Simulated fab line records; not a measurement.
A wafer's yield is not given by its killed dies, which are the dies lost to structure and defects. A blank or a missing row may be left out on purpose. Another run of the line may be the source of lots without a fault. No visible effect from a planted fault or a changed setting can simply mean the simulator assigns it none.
fab line records	flow n5Finfet
record: lots: 6	wafers: 18	lastDay: 18
route steps=1938 shown BEOL_M3@968 BEOL_M4@1111 PASSIVATION@1936
lots with no fault: from the same line, run without faults
startH: start of the lot's first displayed wafer, in hours after the record's first day	waitH: hours elapsed since this lot's preceding step	" unchanged from the row above	L1.1+2: one row covering several wafers at once	- value missing, or start not given	* or withheld: withheld	< > ~ a bound
route shown NAME@n: NAME is a module with steps in the file, n the number in the route of the first one	usual: average and standard deviation across the fault-free wafers	same: alike in all rows	chamber/n: place in a boat	sites: per-site readings	_std_site: how widely they spread, as a standard deviation	_edge_site: inner sites' mean taken away from outer sites' mean	radiusMm: for every site, how far away it sits from the centre of the wafer	mask NAME#n: copy n	behind: the tool/chamber that last shaped the wafer	hold: cause of the lot's hold/its duration in hours/its outcome	device: transistor that didn't switch, given as n, p or np	end of line: the route-end tests of the same wafers	a step with no rows: only its recipe	killed: not the wafer's yield, but the dies lost to structure and defects at the first sort	map: a wafer's dies, marking killed ones x, the rest . and places with no die _
set.NAME: the setting as run; set.NAME@STEP: as run at that earlier step	model.NAME: the simulator's own value behind a step, which no gauge read
a table for each step, a row for each wafer; lots at some steps of the route
services: from which hour (startH, from the record's first day; less than 0 if before it) a tool's chamber was out of use, for how many hours, and why
== steps ==
step: N5_BEOL_M3_INSPECT_30
recipe: mode: adi	inspectInstrument: brightfield
usual: rawDefectCount: 395/86
lot.wafer	tool	chamber	startH	waitH	rawDefectCount
L275.2	defectInspect-01	-	193.57	0.0	499
L275.5	"	-	"	"	466
L275.6	"	-	"	"	377
L276.2	defectInspect-01	-	200.99	0.0	329
L276.4	"	-	"	"	469
L276.5	"	-	"	"	411
L280.1	defectInspect-01	-	231.51	0.1	435
L280.2	"	-	"	"	477
L280.4	"	-	"	"	296
L281.2	defectInspect-02	-	235.16	0.0	518
L281.4	"	-	"	"	373
L281.6	"	-	"	"	530
L288.3	defectInspect-01	-	272.81	0.0	310
L288.4	"	-	"	"	306
L288.6	"	-	"	"	269
L289.2	defectInspect-02	-	292.37	0.0	425
L289.3	"	-	"	"	493
L289.4	"	-	"	"	528
step: N5_BEOL_M3_DESCUM_33
recipe: chemistry: O2	timeS: 7	sourcePowerW: 50	biasPowerW: 20	pressureMtorr: 20	rfFrequencyHz: 2.712e+07	tempC: 40	resist: CAR-EUV	o2FlowSccm: 225
usual: drypumpMotorCurrentA: 5.9/0.4	oesProductAu: 0.76/0.058	rfVppV: 243.6/1.2	showerheadPlenumPTorr: 2.12/0.055	throttleValvePct: 20.48/0.14
lot.wafer	tool	chamber	startH	waitH	drypumpMotorCurrentA	oesProductAu	rfHoursCounterH	rfVppV	showerheadPlenumPTorr	throttleValvePct
L275.2	rieDiel-04	0	193.60	0.0	5.4	0.85	67	245.3	2.22	20.29
L275.5	"	2	"	"	6.5	0.74	-	243.3	2.08	20.38
L275.6	"	3	"	"	6.5	0.71	-	243.1	2.09	20.44
L276.2	rieDiel-03	1	201.03	0.0	6.0	0.88	42	244.6	2.05	20.34
L276.4	"	2	"	"	5.5	0.74	185	245.0	2.09	20.28
L276.5	"	1	"	"	6.0	0.88	-	241.9	2.05	20.34
L280.1	rieDiel-05	1	231.66	0.1	5.8	0.72	183	243.6	2.17	20.52
L280.2	"	3	"	"	5.7	0.84	68	246.0	2.20	20.40
L280.4	"	2	"	"	5.7	0.73	216	246.0	2.15	20.67
L281.2	rieDiel-05	2	235.19	0.0	5.7	0.71	217	244.1	2.15	20.68
L281.4	"	0	"	"	5.2	0.78	103	243.1	2.10	20.64
L281.6	"	1	"	"	5.8	0.72	-	243.6	2.17	20.53
L288.3	rieDiel-05	3	272.84	0.0	5.8	0.82	79	245.6	2.20	20.41
L288.4	"	2	"	"	5.7	0.71	226	243.3	2.15	20.70
L288.6	"	0	"	"	5.1	0.77	-	244.3	2.10	20.68
L289.2	rieDiel-05	2	292.40	0.0	5.7	0.71	232	245.0	2.15	20.72
L289.3	"	3	"	"	5.7	0.81	85	245.6	2.20	20.44
L289.4	"	0	"	"	5.2	0.77	120	244.4	2.10	20.67
step: N5_BEOL_M3_ETCH_77
recipe: chemistry: N2/H2	target: underlayer	targetDepthA: 65	maskMaterial: CAR-EUV	timeS: 5.2	ionEnergyEv: 200	pressureMtorr: 30	sourceW: 840	biasW: 150	n2FlowSccm: 200	h2FlowSccm: 200	ends: cleared
step: N5_BEOL_M3_ETCH_69
recipe: chemistry: CF4	target: SiARC	targetDepthA: 156	maskMaterial: CAR-EUV	timeS: 26	ionEnergyEv: 80	pressureMtorr: 40	sourceW: 545	biasW: 36	Ar_flow_sccm: 100	cf4FlowSccm: 100	ends: cleared
usual: cf4FlowSccm: 99.9/0.32	drypumpMotorCurrentA: 5.9/0.41	etchRfOnTimeS: 26.0/0.44	oesProductAu: 0.65/0.051	rfVppV: 184.3/1.1	showerheadPlenumPTorr: 2.17/0.053	throttleValvePct: 15.65/0.16
lot.wafer	tool	chamber	startH	waitH	cf4FlowSccm	drypumpMotorCurrentA	etchRfOnTimeS	oesProductAu	rfHoursCounterH	rfVppV	showerheadPlenumPTorr	throttleValvePct
L275.2	rieDiel-04	0	193.65	0.0	100.1	5.4	25.6	0.73	67	186.4	2.25	15.37
L275.5	"	2	"	"	100.5	6.5	26.1	0.63	-	182.6	2.13	15.59
L275.6	"	3	"	"	100.0	6.5	26.3	0.61	-	184.0	2.13	15.58
L276.2	rieDiel-03	1	201.08	0.0	99.6	6.1	25.2	0.75	42	183.8	2.09	15.42
L276.4	"	2	"	"	100.0	5.5	25.3	0.64	185	183.8	2.13	15.49
L276.5	"	1	"	"	99.9	6.0	25.4	0.75	-	182.6	2.09	15.42
L280.1	rieDiel-05	1	231.71	0.0	100.2	5.8	26.3	0.62	183	185.4	2.22	15.72
L280.2	"	3	"	"	99.8	5.8	25.5	0.71	68	186.1	2.25	15.59
L280.4	"	2	"	"	99.7	5.7	26.7	0.61	216	184.8	2.20	15.89
L281.2	rieDiel-05	2	235.25	0.0	100.1	5.7	26.8	0.60	217	184.3	2.20	15.90
L281.4	"	0	"	"	100.3	5.2	26.5	0.67	103	184.7	2.16	15.80
L281.6	"	1	"	"	99.5	5.8	26.4	0.61	-	184.2	2.21	15.72
L288.3	rieDiel-05	3	272.89	0.0	99.9	5.7	25.6	0.70	79	184.6	2.24	15.60
L288.4	"	2	"	"	99.5	5.7	26.4	0.60	226	184.2	2.20	15.92
L288.6	"	0	"	"	99.5	5.2	26.5	0.66	-	183.3	2.15	15.83
L289.2	rieDiel-05	2	292.45	0.0	99.8	5.7	26.7	0.59	232	185.2	2.20	15.94
L289.3	"	3	"	"	100.2	5.7	25.9	0.69	85	185.0	2.24	15.60
L289.4	"	0	"	"	100.4	5.2	26.6	0.65	120	184.2	2.15	15.82
step: N5_BEOL_M3_ALD_98
recipe: material: SiO2	targetThkA: 25	tempC: 100	aldPrecursorFamily: BDEAS	aldCoReactant: O2-plasma	pulseTimeS: 1	coReactantPulseTimeS: 1	purgeTimeS: 2	coReactantPurgeTimeS: 2	aldCycles: 17	pressureTorr: 2
usual: heaterPowerOuterW: 41/3.5	heaterPowerW: 78/7	precursorPulseHeightRel: 1.003/0.02
same: coReactantPurgeTimeS: 2
lot.wafer	tool	chamber	startH	waitH	heaterPowerOuterW	heaterPowerW	precursorPulseHeightRel
L275.2	aldSin-01	2	193.74	0.1	36	74	0.979
L275.5	"	1	"	"	45	87	1.033
L275.6	"	0	"	"	41	78	0.995
L276.2	aldSin-03	0	201.16	0.1	43	78	0.990
L276.4	"	1	"	"	41	76	0.984
L276.5	"	3	"	"	44	84	1.014
L280.1	aldSin-04	1	231.80	0.1	38	67	0.985
L280.2	"	3	"	"	45	83	1.048
L280.4	"	0	"	"	40	71	1.002
L281.2	aldSin-04	1	236.45	1.2	38	68	1.035
L281.4	"	0	"	"	40	71	1.012
L281.6	"	3	"	"	45	81	0.997
L288.3	aldSin-01	2	272.99	0.1	38	75	0.967
L288.4	"	0	"	"	41	79	1.011
L288.6	"	3	"	"	45	82	0.982
L289.2	aldSin-01	2	292.54	0.1	37	77	1.006
L289.3	"	1	"	"	43	87	1.037
L289.4	"	0	"	"	41	80	0.982
step: N5_BEOL_M3_ETCHBACK_99
recipe: chemistry: CHF3	target: SiO2	targetDepthA: 50	timeS: 10.4	sourceW: 215	biasW: 47	Ar_flow_sccm: 200	CHF3_flow_sccm: 12	ionEnergyEv: 100	pressureMtorr: 30
step: N5_BEOL_M3_ETCH_70
recipe: chemistry: N2/H2	target: SOC	targetDepthA: 800	overetchA: 160	maskMaterial: SiARC	tempC: 40	timeS: 120	ionEnergyEv: 200	pressureMtorr: 30	sourceW: 840	biasW: 150	n2FlowSccm: 200	h2FlowSccm: 200
step: N5_BEOL_M3_STRIP_71
recipe: chemistry: N2/H2	tempC: 40	n2FlowSccm: 200	h2FlowSccm: 200	rfFrequencyHz: 6e+07
step: N5_BEOL_M3_STRIP_78
recipe: chemistry: N2/H2	tempC: 40	n2FlowSccm: 200	h2FlowSccm: 200	rfFrequencyHz: 6e+07
step: N5_BEOL_M3_VIA_ETCH_34
recipe: chemistry: C4F6/O2	targetDepthA: 694	maskMaterial: SOC	pressureMtorr: 15	ionEnergyEv: 250	taperDeg: 4	timeS: 65.9	sourceW: 350	biasW: 170	Ar_flow_sccm: 300	C4F6_flow_sccm: 10	O2_flow_sccm: 10
usual: drypumpMotorCurrentA: 5.9/0.42	oesProductAu: 0.76/0.057	rfVppV: 666/4.1	showerheadPlenumPTorr: 2.87/0.075	throttleValvePct: 30.74/0.19
lot.wafer	tool	chamber	startH	waitH	drypumpMotorCurrentA	oesProductAu	rfHoursCounterH	rfVppV	showerheadPlenumPTorr	throttleValvePct
L275.2	rieDiel-05	1	208.83	0.0	5.8	0.73	175	663	2.94	30.76
L275.5	"	1	"	"	5.9	0.72	-	662	2.94	30.78
L275.6	"	0	"	"	5.2	0.79	-	664	2.87	31.23
L276.2	rieDiel-04	3	213.43	0.0	6.5	0.70	184	658	2.83	30.74
L276.4	"	0	"	"	5.4	0.84	72	671	2.99	30.50
L276.5	"	1	"	"	6.2	0.75	-	668	2.83	30.88
L280.1	rieDiel-04	1	241.49	0.0	6.2	0.75	162	667	2.83	30.90
L280.2	"	2	"	"	6.5	0.72	220	665	2.81	30.59
L280.4	"	0	"	"	5.5	0.83	80	669	2.98	30.51
L281.2	rieDiel-04	0	244.86	0.0	5.4	0.82	81	669	2.98	30.52
L281.4	"	3	"	"	6.5	0.70	193	658	2.83	30.78
L281.6	"	2	"	"	6.6	0.71	-	664	2.81	30.60
L288.3	rieDiel-03	0	278.85	0.0	6.3	0.71	232	665	2.79	30.65
L288.4	"	2	"	"	5.5	0.73	208	662	2.81	30.50
L288.6	"	0	"	"	6.4	0.71	-	665	2.79	30.65
L289.2	rieDiel-03	1	305.53	0.0	6.0	0.83	68	664	2.76	30.62
L289.3	"	3	"	"	5.6	0.68	243	673	2.80	30.79
L289.4	"	0	"	"	6.4	0.71	238	665	2.79	30.66
step: N5_BEOL_M3_STRIP_83
recipe: chemistry: C4F6/O2	resist: SiARC	rfFrequencyHz: 6e+07
step: N5_BEOL_M3_STRIP_36
recipe: chemistry: N2/H2	powerW: 450	tempC: 40	pressureMtorr: 20	rfFrequencyHz: 6e+07	overashFraction: 0.3	biasPowerW: 7	h2Frac: 0.5	n2FlowSccm: 200	h2FlowSccm: 200
step: N5_BEOL_M3_TRENCH_ETCH_37
recipe: chemistry: C4F6/O2	targetDepthA: 555.55	target: SiOC	timeS: 29.2	ionEnergyEv: 250	pressureMtorr: 30	sourceW: 355	biasW: 185	Ar_flow_sccm: 300	C4F6_flow_sccm: 10	O2_flow_sccm: 10
usual: drypumpMotorCurrentA: 5.9/0.42	oesProductAu: 0.76/0.057	rfVppV: 666/4	showerheadPlenumPTorr: 2.87/0.075	throttleValvePct: 20.87/0.16
lot.wafer	tool	chamber	startH	waitH	drypumpMotorCurrentA	oesProductAu	rfHoursCounterH	rfVppV	showerheadPlenumPTorr	throttleValvePct	model.BEOL_M3.featureDepthNm	model.etch.depthNm
L275.2	rieDiel-05	1	208.93	-	5.8	0.72	175	662	2.95	20.91	55.2	55.23
L275.5	"	1	"	"	5.8	0.73	-	661	2.95	20.92	55.8	55.72
L275.6	"	0	"	"	5.2	0.79	-	665	2.88	21.16	55	55.1
L276.2	rieDiel-04	3	213.53	-	6.5	0.70	184	658	2.84	20.84	54.6	54.67
L276.4	"	0	"	"	5.4	0.84	72	671	2.99	20.64	56.4	56.43
L276.5	"	1	"	"	6.2	0.75	-	666	2.84	21.02	55.8	55.8
L280.1	rieDiel-04	1	241.59	-	6.2	0.75	162	666	2.83	21.03	55.4	55.46
L280.2	"	2	"	"	6.6	0.73	220	664	2.82	20.79	55.6	55.55
L280.4	"	0	"	"	5.5	0.77	80	668	2.99	20.64	49	49
L281.2	rieDiel-04	0	244.96	-	5.5	0.83	81	671	2.99	20.65	56.2	56.26
L281.4	"	3	"	"	6.4	0.64	193	660	2.83	20.82	47.6	47.57
L281.6	"	2	"	"	6.5	0.71	-	664	2.81	20.79	55	55.03
L288.3	rieDiel-03	0	278.95	-	6.4	0.71	232	664	2.80	20.87	55.4	55.32
L288.4	"	2	"	"	5.5	0.72	208	662	2.82	20.68	56	55.99
L288.6	"	0	"	"	6.4	0.71	-	666	2.80	20.88	55	55.07
L289.2	rieDiel-03	1	305.63	-	6.1	0.85	68	663	2.76	20.69	56.8	56.9
L289.3	"	3	"	"	5.6	0.67	243	674	2.81	21.02	55.4	55.47
L289.4	"	0	"	"	6.3	0.71	238	663	2.80	20.88	55.6	55.51
step: N5_BEOL_M3_ETCH_41
recipe: chemistry: CH3F/O2	target: SiCN	targetDepthA: 299	taperDeg: 2	timeS: 52.5	ionEnergyEv: 120	maskMaterial: TiN	pressureMtorr: 30	sourceW: 395	biasW: 75	Ar_flow_sccm: 150	CH3F_flow_sccm: 30	O2_flow_sccm: 20
usual: drypumpMotorCurrentA: 5.9/0.42	oesProductAu: 0.76/0.058	rfVppV: 297.8/1.3	showerheadPlenumPTorr: 2.02/0.055	throttleValvePct: 16.35/0.14
lot.wafer	tool	chamber	startH	waitH	drypumpMotorCurrentA	oesProductAu	rfHoursCounterH	rfVppV	showerheadPlenumPTorr	throttleValvePct
L275.2	rieDiel-05	1	-	-	5.8	0.72	175	297.7	2.07	16.39
L275.5	"	1	"	"	5.8	0.72	-	298.6	2.07	16.40
L275.6	"	0	"	"	5.2	0.78	-	297.1	2.02	16.54
L276.2	rieDiel-04	3	-	-	6.5	0.70	184	298.2	1.99	16.31
L276.4	"	0	"	"	5.4	0.84	72	299.7	2.11	16.11
L276.5	"	1	"	"	6.1	0.75	-	296.0	1.99	16.50
L280.1	rieDiel-04	1	-	-	6.2	0.74	162	296.4	1.99	16.52
L280.2	"	2	"	"	6.5	0.71	220	297.5	1.98	16.29
L280.4	"	0	"	"	5.4	0.83	80	300.0	2.11	16.13
L281.2	rieDiel-04	0	-	-	5.4	0.83	81	300.9	2.10	16.14
L281.4	"	3	"	"	6.5	0.69	193	297.4	1.99	16.32
L281.6	"	2	"	"	6.5	0.72	-	297.0	1.98	16.30
L288.3	rieDiel-03	0	-	-	6.4	0.71	232	296.9	1.96	16.42
L288.4	"	2	"	"	5.5	0.72	208	296.7	1.98	16.23
L288.6	"	0	"	"	6.3	0.71	-	296.3	1.96	16.41
L289.2	rieDiel-03	1	-	-	6.0	0.83	68	296.1	1.94	16.17
L289.3	"	3	"	"	5.6	0.68	243	296.6	1.97	16.53
L289.4	"	0	"	"	6.4	0.70	238	296.3	1.96	16.44
step: N5_BEOL_M3_STRIP_97
recipe: chemistry: N2/H2	timeS: 10	powerW: 450	tempC: 40	pressureMtorr: 20	rfFrequencyHz: 6e+07	biasPowerW: 7	n2FlowSccm: 200	h2FlowSccm: 200
step: N5_BEOL_M3_OCD_MEAS_38
usual: trenchDepthNm: 55.5/0.9
lot.wafer	tool	chamber	startH	waitH	trenchDepthNm
L275.2	ocd-02	-	209.09	-	55.0
L275.5	"	-	"	"	55.5
L275.6	"	-	"	"	55.2
L276.2	ocd-01	-	213.68	-	54.4
L276.4	"	-	"	"	56.4
L276.5	"	-	"	"	55.7
L280.1	ocd-02	-	241.75	-	55.4
L280.2	"	-	"	"	55.7
L280.4	"	-	"	"	49.4
L281.2	ocd-01	-	245.12	-	56.3
L281.4	"	-	"	"	46.8
L281.6	"	-	"	"	55.2
L288.3	ocd-01	-	279.11	-	55.2
L288.4	"	-	"	"	55.8
L288.6	"	-	"	"	55.2
L289.2	ocd-01	-	305.79	-	56.9
L289.3	"	-	"	"	55.3
L289.4	"	-	"	"	55.4
step: N5_BEOL_M3_HM_STRIP_39
recipe: chemistry: peroxideTinStrip	material: TiN	targetDepthA: 250	tempC: 50	timeS: 158
step: N5_BEOL_M4_RC_MEAS_101
usual: DIBL_N: 36.1/1.3	DIBL_P: 36.1/1.7	IOFF_N: 0.154/0.022	IOFF_P: 0.201/0.024	ION_N: 675/8.9	ION_P: 462/5.9	SS_N: 71.5/0.49	SS_P: 73.3/0.58	VT_N: 250.0/2.7	VT_P: -251.3/2.7
lot.wafer	tool	chamber	startH	waitH	DIBL_N[mV/V]	DIBL_P[mV/V]	IOFF_N[nA/um]	IOFF_P[nA/um]	ION_N[uA/um]	ION_P[uA/um]	SS_N[mV/dec]	SS_P[mV/dec]	VT_N[mV]	VT_P[mV]
L275.2	prober-01	0	227.49	0.2	36.2	35.9	0.140	0.199	674	466	71.3	73.0	251.9	-250.8
L275.5	"	0	"	"	37.7	37.7	0.166	0.228	672	462	71.9	72.8	248.0	-247.1
L275.6	"	0	"	"	36.3	36.3	0.138	0.198	670	463	71.5	73.1	252.1	-248.9
L276.2	prober-02	0	231.85	0.2	35.3	35.3	0.160	0.199	678	463	71.3	73.1	249.7	-249.6
L276.4	"	0	"	"	34.9	34.0	0.140	0.175	674	453	71.3	73.1	247.0	-253.1
L276.5	"	0	"	"	36.3	36.2	0.158	0.206	664	457	71.7	74.4	252.2	-252.7
L280.1	prober-01	0	256.29	0.0	35.1	35.0	0.157	0.187	680	456	71.3	73.0	247.9	-253.6
L280.2	"	0	"	"	33.0	32.6	0.118	0.159	668	460	70.3	72.2	255.4	-255.8
L280.4	"	0	"	"	34.9	34.5	0.144	0.178	672	455	71.4	73.2	250.3	-252.6
L281.2	prober-02	0	261.80	0.2	38.4	37.6	0.202	0.243	695	473	71.5	74.3	244.1	-246.5
L281.4	"	0	"	"	36.5	35.5	0.163	0.202	678	464	71.0	72.9	246.5	-251.5
L281.6	"	0	"	"	38.9	37.6	0.215	0.260	681	467	72.3	74.5	242.8	-248.4
L288.3	prober-01	0	294.16	0.3	37.5	38.4	0.182	0.222	683	464	71.7	73.4	245.1	-250.1
L288.4	"	0	"	"	37.0	37.5	0.181	0.205	684	460	71.7	72.8	247.8	-250.5
L288.6	"	0	"	"	37.1	37.4	0.180	0.210	685	463	71.2	73.5	246.4	-249.2
L289.2	prober-02	0	319.63	0.2	36.8	37.9	0.169	0.246	676	468	71.5	73.4	249.1	-245.1
L289.3	"	0	"	"	36.7	37.0	0.156	0.218	673	466	72.0	73.1	247.2	-247.4
L289.4	"	0	"	"	37.7	38.4	0.179	0.248	690	475	71.6	74.0	244.3	-248.4
step: N5_PASSIVATION_PROBE_49
usual: defectLimitedYield: 90.9/1.3	killed_at_M0_to_M3: 35/10	killed_at_M4_up: 15/5.7	killedAtContacts: 14/6.4	killedAtFrontEnd: 40/11	killedAtOther: 4/3.1	killedDies: 108/16	killedOnRim: 14/3.6	killedOpen: 71/11	killedShort: 34/7.7	sort_bin_5_function: 5.4/0.9	sort_bin_6_memory: 3.4/0.61	sortNPass: 1072/16	sortYieldPct: 90.9/1.3
same: grossDies: 1180	killedAtBackSide: 0	sort_bin_4_leakage[%]: 0	sort_bin_8_speed[%]: 0
lot.wafer	tool	chamber	startH	waitH	defectLimitedYield[%]	killed_at_M0_to_M3	killed_at_M4_up	killedAtContacts	killedAtFrontEnd	killedAtOther	killedDies	killedOnRim	killedOpen	killedShort	sort_bin_5_function[%]	sort_bin_6_memory[%]	sortNPass	sortYieldPct[%]
L275.2	prober-01	-	332.69	0.1	91.6	34	17	4	37	7	99	15	57	37	5.0	3.1	1081	91.6
L275.5	prober-01	-	332.84	0.2	91.9	28	10	6	48	3	95	15	70	20	4.7	3.2	1085	91.9
L275.6	prober-01	-	332.89	0.3	90.1	36	21	4	47	9	117	15	72	40	5.8	3.8	1063	90.1
L276.2	prober-02	-	337.91	0.1	91.9	39	5	15	34	2	95	12	68	25	5.0	2.6	1085	91.9
L276.4	prober-02	-	338.01	0.2	88.1	66	20	22	29	3	140	18	90	50	7.7	3.6	1040	88.1
L276.5	prober-02	-	338.06	0.2	91.7	29	16	11	37	5	98	15	65	30	5.3	2.8	1082	91.7
killed by level:class
L275.2 BEOL_M0_SAQP:geometricParticle:short=15 FIN_SAQP:geometricParticle:open=8 BEOL_M3:geometricParticle:open=8 FIN_SAQP:geometricParticle:short=7 DUMMY_GATE:geometricParticle:open=7 BEOL_M0_SAQP:geometricParticle:open=6 SPACER0:geometricParticle:short=5 MOL_CONTACT_COAG:geometricParticle:open=4
L275.5 FIN_SAQP:geometricParticle:open=23 BEOL_M0_SAQP:geometricParticle:open=8 FIN_SAQP:geometricParticle:short=7 MOL_CONTACT_COAG:geometricParticle:open=6 BEOL_M3:geometricParticle:open=6 BEOL_M4:geometricParticle:open=6 DUMMY_GATE:geometricParticle:open=5 BEOL_M1:geometricParticle:open=3
L275.6 FIN_SAQP:geometricParticle:short=18 BEOL_M0_SAQP:geometricParticle:open=16 BEOL_M4:geometricParticle:open=11 FIN_SAQP:geometricParticle:open=9 GATE_CUT:geometricParticle:short=5 BEOL_M0_SAQP:geometricParticle:short=5 BEOL_M3:geometricParticle:open=5 DUMMY_GATE:geometricParticle:open=4
L276.2 MOL_CONTACT_COAG:geometricParticle:open=14 STI_FIN_REVEAL:geometricParticle:open=12 BEOL_M0_SAQP:geometricParticle:open=9 BEOL_M0_SAQP:geometricParticle:short=7 BEOL_M3:geometricParticle:open=7 BEOL_M2:geometricParticle:open=6 FIN_SAQP:geometricParticle:open=5 FIN_SAQP:geometricParticle:short=3
L276.4 BEOL_M0_SAQP:geometricParticle:short=22 BEOL_M0_SAQP:geometricParticle:open=19 MOL_CONTACT_COAG:geometricParticle:open=17 BEOL_M3:geometricParticle:open=9 STI_FIN_REVEAL:geometricParticle:open=8 BEOL_M2:geometricParticle:open=7 BEOL_M4:geometricParticle:open=7 FIN_SAQP:geometricParticle:open=5
L276.5 STI_FIN_REVEAL:geometricParticle:open=11 MOL_CONTACT_COAG:geometricParticle:open=10 FIN_SAQP:geometricParticle:short=7 BEOL_M4:geometricParticle:open=7 BEOL_M0_SAQP:geometricParticle:short=6 BEOL_M0_SAQP:geometricParticle:open=6 BEOL_M2:geometricParticle:open=5 FIN_SAQP:geometricParticle:open=4
== services ==
tool	chamber	startH	hours	kind
aldSin-04	2	175.65	14.9	repair
aldSin-01	-	177.60	14.0	pm
aldSin-01	0	177.60	14.0	ventCycle
aldSin-01	1	177.60	14.0	ventCycle
aldSin-01	2	177.60	14.0	ventCycle
aldSin-01	3	177.60	14.0	ventCycle
aldSin-01	0	191.60	-	clean
aldSin-01	1	191.60	-	clean
aldSin-01	2	191.60	-	clean
aldSin-01	3	191.60	-	clean
aldSin-04	-	192.17	0.7	repair
aldSin-01	0	213.13	3.6	repair
rieDiel-03	1	235.73	2.8	repair
aldSin-04	-	247.85	6.1	pm
rieDiel-03	-	252.66	2.8	pm
aldSin-01	3	260.88	1.9	repair
rieDiel-04	3	264.39	11.2	repair
aldSin-04	-	268.25	14.0	pm
aldSin-04	0	268.25	14.0	ventCycle
aldSin-04	1	268.25	14.0	ventCycle
aldSin-04	2	268.25	14.0	ventCycle
aldSin-01	-	270.25	0.6	repair
rieDiel-04	0	290.08	9.8	repair
aldSin-04	0	298.09	5.3	repair
== key ==
firstSign: step: N5_BEOL_M3_OCD_MEAS_38	reading: trenchDepthNm	direction: down	sigmas: 8.2	usual: 55.5	struck: 48.1
effect none on later readings
modelEffect: step: N5_BEOL_M3_TRENCH_ETCH_37	value: BEOL_M3.featureDepthNm	without: 55.4	struck: 48.3
metAt N5_BEOL_M3_TRENCH_ETCH_37
struckWafers L280.4,L281.4
onsetBetween 213.53 241.59
fault: kind: processParameterDrift	tool: rieDiel-04	chamber: -	onsetH: 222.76	steps: N5_BEOL_M3_TRENCH_ETCH_37	channel: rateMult	offset: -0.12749	shape: step	endH: 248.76	scope: struckWafersOnly
